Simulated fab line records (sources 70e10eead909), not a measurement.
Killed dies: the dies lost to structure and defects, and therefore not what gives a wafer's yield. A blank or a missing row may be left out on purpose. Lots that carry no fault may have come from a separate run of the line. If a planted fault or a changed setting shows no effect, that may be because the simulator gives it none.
Chamber matching | flow nand harc | 3 sister chambers for NHARC_A_M0_DEP_32 on pecvd-02
The step deposits SiCN, target thk 30 nm. 27 wafers are shown with their chamber, then 12 later ones without.

## WAFERS, EACH WITH ITS CHAMBER
wafer  | chamber | heater power w (W)
L076.1 | 0       | 668
L076.3 | 2       | 540
L076.6 | 2       | 536
L075.3 | 1       | 540
L075.4 | 2       | 578
L075.5 | 1       | 535
L077.3 | 2       | 507
L077.5 | 2       | 517
L077.6 | 0       | 618
L080.1 | 0       | 663
L080.4 | 1       | 549
L080.5 | 2       | 479
L082.3 | 0       | 584
L082.5 | 0       | 595
L082.6 | 1       | 551
L084.1 | 1       | 565
L084.3 | 0       | 644
L084.6 | 2       | 535
L085.3 | 0       | 617
L085.4 | 0       | 629
L085.6 | 1       | 614
L086.2 | 2       | 526
L086.3 | 1       | 566
L086.4 | 1       | 588
L088.1 | 0       | 549
L088.2 | 1       | 533
L088.6 | 0       | 551

SIGNATURES, as means of the wafers listed above
reading        | chamber 0 | chamber 1 | chamber 2 | scatter within a chamber
heater power w | 611.80    | 560.11    | 527.25    | 33.7
Rule: a wafer's distance from a chamber is the root of the sum, over the readings, of the square of ((its reading less the chamber's mean) divided by the reading's scatter). If the next closest chamber is less than 2 further off than the closest, the wafer can't be placed; otherwise it belongs to the closest. How the scatter is found: for the shown wafers, subtract from each reading the mean of its chamber, square and add these, divide the total by (wafers less chambers), then take the root.

## WAFERS MISSING THEIR CHAMBER
wafer  | heater power w (W)
L091.3 | 595
L091.4 | 572
L091.5 | 649
L094.1 | 593
L094.4 | 473
L094.6 | 594
L093.4 | 634
L093.5 | 575
L093.6 | 603
L097.1 | 567
L097.2 | 574
L097.6 | 525

## EACH ONE'S CHAMBER
wafer  | from the rows above          | in truth
L091.3 | can't be placed: 0 or 1 or 2 | 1
L091.4 | can't be placed: 1 or 0 or 2 | 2
L091.5 | can't be placed: 0 or 1      | 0
L094.1 | can't be placed: 0 or 1 or 2 | 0
L094.4 | can't be placed: 2 or 1      | 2
L094.6 | can't be placed: 0 or 1 or 2 | 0
L093.4 | can't be placed: 0 or 1      | 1
L093.5 | can't be placed: 1 or 0 or 2 | 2
L093.6 | can't be placed: 0 or 1 or 2 | 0
L097.1 | can't be placed: 1 or 2 or 0 | 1
L097.2 | can't be placed: 1 or 0 or 2 | 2
L097.6 | can't be placed: 2 or 1      | 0
0 of 12 placed correctly. These rows do not allow placing 12 (true chamber among the candidates in 11). Placed wrongly: 0.
